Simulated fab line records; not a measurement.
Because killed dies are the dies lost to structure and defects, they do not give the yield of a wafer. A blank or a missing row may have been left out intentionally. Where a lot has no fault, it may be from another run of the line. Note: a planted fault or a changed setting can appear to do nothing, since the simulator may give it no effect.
A struck lot beside a sound one | flow n5_finfet | 16 out of 1938 route steps
Sound: wafers L791.2, L791.4, L791.5. Wafers struck: L804.3, L804.4, L804.6. The cause comes at the end.
For every step that has rows: the tool of each side, followed by ch and its chambers, followed by its first start. Under that, the readings that differ: sound wafers | struck wafers | difference of the means | sigmas: that difference in standard deviations of wafers without a fault.
alike: readings whose means differ by less than 2 such deviations, and words and numbers that are the same on both sides. not compared: withheld readings, readings that some wafer has no value for, bounds like >300 that may hide the same value, and numbers for which the record gives no deviation and whose values overlap.
Wherever a step has rows on one side only, a row that says differs or no value, or a row with sigmas, the two part there. When numbers do not overlap yet have no deviation, they are printed without sigmas and do not part them. A reading that every wafer of one side lacks parts them only if that side has two wafers or more.

first, 8 steps without rows for these wafers: N5_BEOL_M15_COAT_58 (time 60 s, resist thk 89 nm); N5_BEOL_M15_COAT_04 (resist thk 800 nm); N5_BEOL_M15_EBR_06; N5_BEOL_M15_SOFTBAKE_05 (time 60 s); N5_BEOL_M15_EXPOSE_07 (exposes mask V14); N5_BEOL_M15_PEB_08 (peb time 90 s); N5_BEOL_M15_DEVELOP_09 (develop time 45 s); N5_BEOL_M15_HARDBAKE_14 (time 120 s).
N5_BEOL_M15_CD_MEAS_10: target cd 360 nm.
  sound on cd_sem-03 ch 0, day 13 13:38; struck on cd_sem-02 ch 0, day 16 15:58
  alike: cd_nm
N5_BEOL_M15_OVL_MEAS_11:
  sound on overlay-02 ch 0, day 13 13:40; struck on overlay-01 ch 0, day 16 16:00
  alike: V14_OVL
N5_BEOL_M15_INSPECT_12: inspects for defects (macro).
  sound on defect_inspect-01, day 13 13:41; struck on defect_inspect-01, day 16 16:01
  alike: raw_defect_count
N5_BEOL_M15_DESCUM_15: chemistry O2, time 7.9 s.
  sound on rie_diel-02 ch 0,3, day 13 13:44; struck on rie_diel-06 ch 1,3, day 16 16:04
  alike: bias_power_w, drypump_motor_current_A, oes_product_au, rf_vpp_V, showerhead_plenum_p_Torr, throttle_valve_pct
  not compared: rf_hours_counter_h
N5_BEOL_M15_ETCH_59: etches BARC in N2/H2, target depth 89 nm, overetch 26.7 nm, time 67.9 s.
  sound on rie_diel-02 ch 0,3, day 13 13:46; struck on rie_diel-06 ch 1,3, day 16 16:05
  no value came back on the struck wafers for any of 8 readings (bias_w (W), chamber_pressure_mTorr (mTorr) and others); on the sound wafers bias_w (W) reads 149.8 150.1 149.3
  reading                                    | sound         | struck            | difference | sigmas
  model.coat_of_BEOL_M15_COAT_04.thk_nm (nm) | 717.2 716 717 | 783.4 780.2 783.2 | +65.5      |
  not compared: rf_hours_counter_h
N5_BEOL_M15_VIA_ETCH_16: etches SiO2 in C4F8/O2/Ar, target depth 1792.2 nm.
  sound on rie_diel-02 ch 0,3, day 13 13:49; struck on rie_diel-06 ch 1,3, day 16 16:08
  reading                                    | sound           | struck          | difference | sigmas
  model.coat_of_BEOL_M15_COAT_04.thk_nm (nm) | 322.6 318.8 318 | 401.2 395.8 406 | +81.2      |
  alike: C4F8_flow_sccm, O2_flow_sccm, drypump_motor_current_A, oes_product_au, rf_vpp_V, showerhead_plenum_p_Torr, throttle_valve_pct
N5_BEOL_M15_STRIP_63: strips in O2.
  sound: rie_diel-02 ch 0,3; struck: rie_diel-06 ch 1,3
  alike: drypump_motor_current_A, oes_product_au, rf_vpp_V, showerhead_plenum_p_Torr, throttle_valve_pct
  not compared: rf_hours_counter_h
N5_PASSIVATION_PROBE_49:
  the record has rows for the sound wafers here (prober-02, day 14 10:52) and none for the struck ones

## WHERE THEY PART
Last at N5_PASSIVATION_PROBE_49 as far as this record goes, first at N5_BEOL_M15_ETCH_59.

WHY: what had been put in by the simulator
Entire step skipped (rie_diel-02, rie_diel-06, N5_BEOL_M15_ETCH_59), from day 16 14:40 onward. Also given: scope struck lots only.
